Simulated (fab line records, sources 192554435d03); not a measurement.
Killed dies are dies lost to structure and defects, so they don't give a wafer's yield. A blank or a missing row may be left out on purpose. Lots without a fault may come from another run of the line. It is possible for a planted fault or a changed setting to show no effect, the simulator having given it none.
The same fault as seen by 2 desks / flow n5 finfet / numbers are kept per desk, each desk with only its own; the story behind them comes last

## METROLOGY DESK
What the gauges read, lot by lot, whatever tool the lot ran on: means of the sampled wafers that have a number. Marked OUT: a lot whose mean sits more than 4 standard deviations from the usual mean, which makes it out of limits; the brackets give that distance. It has 10 readings; the 7 that lie furthest out on some lot are the ones shown.
Columns: A = DIBL_N at N5_BEOL_M4_RC_MEAS_101, usual 36.5 mV/V; B = DIBL_P at N5_BEOL_M4_RC_MEAS_101, usual 36.6 mV/V; C = ION_N at N5_BEOL_M4_RC_MEAS_101, usual 674 uA/um; D = ION_P at N5_BEOL_M4_RC_MEAS_101, usual 460 uA/um; E = SS_N at N5_BEOL_M4_RC_MEAS_101, usual 71.6 mV/dec; F = SS_P at N5_BEOL_M4_RC_MEAS_101, usual 73.4 mV/dec; G = VT_N at N5_BEOL_M4_RC_MEAS_101, usual 249 mV
lot=L658; first seen here=day 7 20:03; A=35.6; B=36.5; C=671; D=452; E=71.8; F=73.4; G=248
lot=L657; first seen here=day 8 10:10; A=34.4; B=33.0; C=681; D=470; E=71.0; F=72.8; G=249
lot=L659; first seen here=day 8 10:22; A=36.3; B=36.4; C=665; D=454; E=71.8; F=74.1; G=249
lot=L660; first seen here=day 8 13:14; A=35.6; B=36.1; C=673; D=465; E=71.6; F=73.1; G=252
lot=L661; first seen here=day 9 03:16; A=36.3; B=35.2; C=672; D=466; E=71.0; F=73.3; G=251
lot=L663; first seen here=day 9 12:04; A=36.1; B=36.9; C=685; D=467; E=72.4; F=73.3; G=247
lot=L667; first seen here=day 10 10:15; A=36.1; B=38.1; C=668; D=457; E=72.0; F=73.6; G=251
lot=L668; first seen here=day 10 17:23; A=36.9; B=37.4; C=682; D=469; E=71.7; F=73.5; G=249
lot=L670; first seen here=day 11 21:37; A=36.1; B=34.9; C=666; D=455; E=71.5; F=73.7; G=251
lot=L672; first seen here=day 12 01:44; A=36.8; B=37.6; C=677; D=462; E=71.4; F=73.7; G=247
lot=L680; first seen here=day 13 20:43; A=35.7; B=35.4; C=661; D=454; E=72.0; F=72.3; G=250
This desk's verdict: no lot among the 11 shows anything out of limits.

## DESK OF THE TOOL OWNER: litho track-04
The tool's own readings at N5_BEOL_M2_COAT_05 (resist thk 30 nm): means of the sampled wafers that have a number, for each lot that ran on this tool. Marked OUT: a lot whose mean sits more than 4 standard deviations from the usual mean, which makes it out of limits; the brackets give that distance.
Columns: A = spin speed rpm at N5_BEOL_M2_COAT_05, usual 1500.3 rpm
lot=L658; first seen here=day 6 11:20; A=1500.8
lot=L667; first seen here=day 9 06:26; A=1500.2
lot=L668; first seen here=day 9 17:18; A=1402.8 (-99 or more) OUT
lot=L670; first seen here=day 10 14:11; A=1402.6 (-99 or more) OUT
lot=L672; first seen here=day 10 21:14; A=1403.0 (-99 or more) OUT
This desk's finding: out of limits on L668, L670, L672; first on L668, day 9 17:18 (spin speed rpm at N5_BEOL_M2_COAT_05). Within limits: L658, L667.

## PUT TOGETHER
The tool owner's desk could have raised an alarm at day 9 17:18, on L668, L670, L672.
At the metrology desk, nothing out of limits was observed.
The metrology desk holds a record of L668, L670, L672, inside its limits.
On litho track-04, each named lot ran N5_BEOL_M2_COAT_05.

## WHAT THE SIMULATOR PUT IN
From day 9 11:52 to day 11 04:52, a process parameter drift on litho track-04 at N5_BEOL_M2_COAT_05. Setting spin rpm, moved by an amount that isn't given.
Struck lots among those shown: L668, L670, L672.
Each desk's first reading out of limits, in hours after the fault started: the tool owner's desk, 5.
